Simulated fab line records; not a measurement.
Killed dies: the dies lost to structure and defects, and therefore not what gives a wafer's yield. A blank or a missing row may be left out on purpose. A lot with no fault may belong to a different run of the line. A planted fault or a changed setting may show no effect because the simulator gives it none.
Matching of chambers | flow n5_finfet | N5_BEOL_M3_DEP_57 on pecvd-04: 3 sister chambers
The step deposits SiCN from 3MS/NH3, target thk 8 nm, time 14 s. 3 wafers are shown with their chamber, then 7 later ones without.

## WAFERS, EACH WITH ITS CHAMBER
wafer  | chamber | throttle_valve_pct (%)
L089.4 | 2       | 8.5
L089.6 | 1       | 8.3
L092.4 | 0       | 8.9

## WAFERS WITHOUT THEIR CHAMBER
wafer  | throttle_valve_pct (%)
L092.5 | 8.8
L094.1 | 9.1
L094.3 | 8.7
L094.4 | 8.8
L097.3 | 8.6
L097.4 | 8.2
L097.6 | 8.9

## WHICH CHAMBER EACH WENT THROUGH
wafer  | from the rows above          | in truth
L092.5 | can't be placed: 0 or 2      | 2
L094.1 | 0                            | 0
L094.3 | can't be placed: 2 or 0 or 1 | 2
L094.4 | can't be placed: 0 or 2      | 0
L097.3 | can't be placed: 2 or 1 or 0 | 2
L097.4 | can't be placed: 1 or 2      | 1
L097.6 | 0                            | 0
Placed correctly: 2 of 7. Cannot be placed on the basis of these rows: 5; the candidates contain the true chamber in 5. 0 placed wrongly.
How it was worked out, from the rows above alone: a wafer's distance from a chamber is the root of the sum, over the readings, of the square of ((its reading less the chamber's mean) divided by the reading's scatter). The wafer belongs to the nearest chamber; if the next one is less than 2 further off, it can't be placed. Each chamber's mean is taken over the wafers shown for it. The scatter: root of mean squared gap, hidden wafer to nearest shown wafer, with one shown wafer a chamber.
